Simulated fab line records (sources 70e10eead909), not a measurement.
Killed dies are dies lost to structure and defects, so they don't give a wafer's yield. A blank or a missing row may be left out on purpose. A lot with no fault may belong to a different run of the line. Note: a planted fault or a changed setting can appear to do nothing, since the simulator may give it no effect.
A struck lot beside a sound one + flow nand-harc + 14 out of 1302 route steps
Sound: these wafers, L878.1, L878.4, L878.5. Struck: wafers L889.1, L889.2, L889.6. The cause comes at the end.
For every step that has rows: the tool of each side, followed by ch and its chambers, followed by its first start. Under that, the readings that differ: sound wafers + struck wafers + difference of the means + sigmas: that difference in standard deviations of wafers without a fault.
alike: readings with means less than 2 such deviations apart, plus words and numbers identical on both sides. not compared: withheld readings, readings lacking a value on some wafer, bounds such as >300 that could conceal the same value, and numbers that have no deviation in the record and whose values overlap.
The two part at a step that has a row with sigmas, a row that says differs or no value, or rows on one side only. When numbers do not overlap yet have no deviation, they are printed without sigmas and do not part them. A reading missing from all wafers of one side parts the sides only when that side holds two or more wafers.

NHARC_P_STI_ETCH_42: etches the open film in N2/H2, target depth 80 nm, overetch 24 nm, time 61 s.
  sound on rie-diel-03 ch 1,2, day 2 19:49; struck on rie-diel-03 ch 1,3, day 7 11:46
  alike: chamber-pressure-mTorr, drypump-motor-current-A, oes-product-au, rf-vpp-V, showerhead-plenum-p-Torr, throttle-valve-pct
  not compared: rf-hours-counter-h
NHARC_P_STI_ETCH_31: etches the open film in CF4/CHF3, target depth 108.9 nm, time 54.5 s.
  sound: rie-diel-03 ch 0,1,3; struck: rie-diel-03 ch 1,2,3
  alike: chamber-pressure-mTorr, drypump-motor-current-A, oes-product-au, rf-vpp-V, showerhead-plenum-p-Torr, throttle-valve-pct
  not compared: rf-hours-counter-h
NHARC_P_STI_ETCH_15: etches the open film in HBr/Cl2, target depth 300 nm, time 100.1 s.
  sound on rie-si-04 ch 0,1,2, day 2 19:59; struck on rie-si-04 ch 1,2,3, day 7 11:59
  alike: chamber-pressure-mTorr, drypump-motor-current-A, oes-product-au, throttle-valve-pct
  not compared: rf-hours-counter-h
NHARC_P_STI_CD_MEAS_16:
  struck on cd-sem-03, day 7 12:07; sound on cd-sem-03, day 2 20:10
  alike: cd-nm
NHARC_P_STI_OCD_MEAS_17:
  struck on ocd-02, day 7 12:12; sound on ocd-02, day 2 20:14
  alike: trench-depth-nm, trench-foot-cd-nm
then, 3 steps without rows for these wafers: NHARC_P_STI_STRIP_19 (strips in SPM, time 900 s); NHARC_P_STI_PRECLEAN_32 (cleans in SC1); NHARC_P_STI_SRD_23.
NHARC_P_STI_OCD_MEAS_43:
  struck on ocd-01, day 7 12:43; sound on ocd-01, day 2 20:45
  alike: trench-depth-nm, trench-foot-cd-nm
then, 3 steps without rows for these wafers: NHARC_P_STI_OXIDE_33 (material SiO2, target thk 10 nm, ox time 281 s); NHARC_P_STI_HDPCVD_20 (deposits SiO2); NHARC_P_STI_ANNEAL_34 (time 1800 s).
NHARC_P_STI_CMP_21: polishes, t overpolish 20 s, target thk 380.67 nm.
  sound on cmp-03 ch 0,1,2, day 3 14:02; struck on cmp-03 ch 0,1,2, day 8 06:29
| reading              | sound                | struck               | difference | sigmas      |
|----------------------|----------------------|----------------------|------------|-------------|
| overpolish-run-s (s) | 20.001 20.006 19.994 | 113.09 113.09 113.08 | +93.09     | +99 or more |
| t-overpolish-s (s)   | 20 20 20             | 113.1 113.1 113.1    | +93.1      |             |
  alike: motor-current-A, retaining-ring-pressure-frac
-- break in the record here, with 20 days between the starts of the struck wafers on either side (left off in module P_STI, picked up again in module END, where the first step shown is number 1302 on the route) --
NHARC_END_SORT_01:
  the record has rows for the struck wafers here (prober-02 ch 0, day 28 14:32) and none for the sound ones

WHERE THEY PART
Earliest at NHARC_P_STI_CMP_21; latest, in this record, at NHARC_END_SORT_01.

WHY: the cause the simulator had injected
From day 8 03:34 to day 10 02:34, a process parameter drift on cmp-03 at NHARC_P_STI_CMP_21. From 20, the setting t-overpolish-s moved by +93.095. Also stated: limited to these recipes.
